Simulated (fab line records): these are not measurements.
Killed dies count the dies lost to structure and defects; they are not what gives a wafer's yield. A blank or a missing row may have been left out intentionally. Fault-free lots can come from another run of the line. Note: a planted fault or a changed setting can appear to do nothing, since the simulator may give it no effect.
A lot that was struck, set against a sound lot	flow n5 finfet	16 out of 1938 route steps
Sound: the wafers L954.1, L954.3, L954.6. Struck: wafer L963.4; the same lot's L963.2 was not struck, so it is left out; see the end for the cause.
Per side, at each step with rows, come the tool, then ch with its chambers, and then its first start. Under that, the readings that differ: sound wafers	struck wafers	difference of the means	sigmas: that difference in standard deviations of wafers without a fault.
alike: readings whose means differ by less than 2 such deviations, and words and numbers that are the same on both sides. not compared: withheld readings, readings that some wafer has no value for, bounds like >300 that may hide the same value, and numbers for which the record gives no deviation and whose values overlap.
A row with sigmas, a row that says differs or no value, or rows on one side alone: a step with any of these is where the two part. Non-overlapping numbers with no deviation appear without sigmas and do not part them. Lack of a reading on every wafer of one side parts them only where that side has two or more wafers.

first, 1 step without rows for these wafers: N5_BEOL_M3_ETCH_41 (etches SiCN in CH3F/O2, target depth 29.9 nm, time 52.5 s).
N5_BEOL_M3_STRIP_97: strips in N2/H2, time 10 s.
  sound on rie diel-01 ch 0,1; struck on rie diel-02 ch 2
reading	sound	struck	difference	sigmas
rf vpp V (V)	59.0 58.3 57.9	60.5	+2.1	+2
  alike: drypump motor current A, oes product au, showerhead plenum p Torr, throttle valve pct
  not compared: rf hours counter h
N5_BEOL_M3_OCD_MEAS_38:
  sound on ocd-02 at day 7 00:59; struck on ocd-02 at day 9 08:50
  alike: trench depth nm
then, 4 steps without rows for these wafers: N5_BEOL_M3_HM_STRIP_39 (strips TiN in peroxide tin strip, target depth 25 nm, time 158 s); N5_BEOL_M3_SRD_40 (time 30 s); N5_BEOL_M3_PRECLEAN_42 (cleans in residue remover, time 60 s); N5_BEOL_M3_SRD_43 (time 30 s).
N5_BEOL_M3_CD_MEAS_35: target cd 18 nm, target cd y 21 nm.
  sound on cd sem-01 at day 7 01:08; struck on cd sem-01 at day 9 08:59
  alike: cd nm
N5_BEOL_M3_DEGAS_44: time 60 s.
  sound on pvd sputter-03 at day 7 01:17; struck on pvd sputter-01 at day 9 09:14
  alike: heater power w
N5_BEOL_M3_PRE_CLEAN_45: time 30 s.
  sound on pvd sputter-03 at day 7 01:20; struck on pvd sputter-01 at day 9 09:16
  alike: heater power w
N5_BEOL_M3_ALD_84: deposits TaN, pulse time 2 s, purge time 3 s, co reactant purge time 2 s.
  sound on ald metal-04 ch 0,2, day 7 01:23; struck on ald metal-03 ch 2, day 9 09:20
reading	sound	struck	difference	sigmas
heater power outer w (W)	244 216 236	190	-42	-2
  alike: heater power w
N5_BEOL_M3_SURFACE_TREAT_85:
  sound on pvd sputter-02 at day 7 01:40; struck on pvd sputter-01 at day 9 09:34
  not compared: throttle valve pct
N5_BEOL_M3_CVD_47: deposits Co from CCTBA/H2, target thk 3 nm, time 223.8 s.
  sound on cvd co-01 ch 0,2, day 7 01:44; struck on cvd co-01 ch 2, day 9 09:41
reading	sound	struck	difference	sigmas
run length s (s)	246.3 246.4 246.6	369.7	+123.3	+99 or more
then, 1 step without rows for these wafers: N5_BEOL_M3_SPUTTER_48 (material Cu, target thk 4.5 nm, time 8.29 s).
N5_BEOL_M4_RC_MEAS_101:
  sound on prober-02 ch 0, day 7 16:19; struck on prober-02 ch 0, day 10 00:45
  alike: DIBL_N, DIBL_P, IOFF_N, IOFF_P, ION_N, ION_P, SS_N, SS_P, VT_N, VT_P
-- here the record skips 4 days between the struck wafers' starts before and after, leaving off in module BEOL_M4 and picking up in module PASSIVATION (first step shown: number 1936 of the route) --
N5_PASSIVATION_PROBE_49:
  sound on prober-01 at day 11 10:23; struck on prober-01 at day 14 07:21
  alike: defect limited yield, killed_at_M0_to_M3, killed_at_M4_up, killed at contacts, killed at front end, killed at other, killed dies, killed open, killed short, sort_bin_5_function, sort_bin_6_memory, sort n pass, sort yield pct

## WHERE THEY PART
Earliest at N5_BEOL_M3_STRIP_97; latest, in this record, at N5_BEOL_M3_CVD_47. Later steps at which nothing parts them and some readings are alike: N5_BEOL_M4_RC_MEAS_101, N5_PASSIVATION_PROBE_49.

WHY: what had been put in by the simulator
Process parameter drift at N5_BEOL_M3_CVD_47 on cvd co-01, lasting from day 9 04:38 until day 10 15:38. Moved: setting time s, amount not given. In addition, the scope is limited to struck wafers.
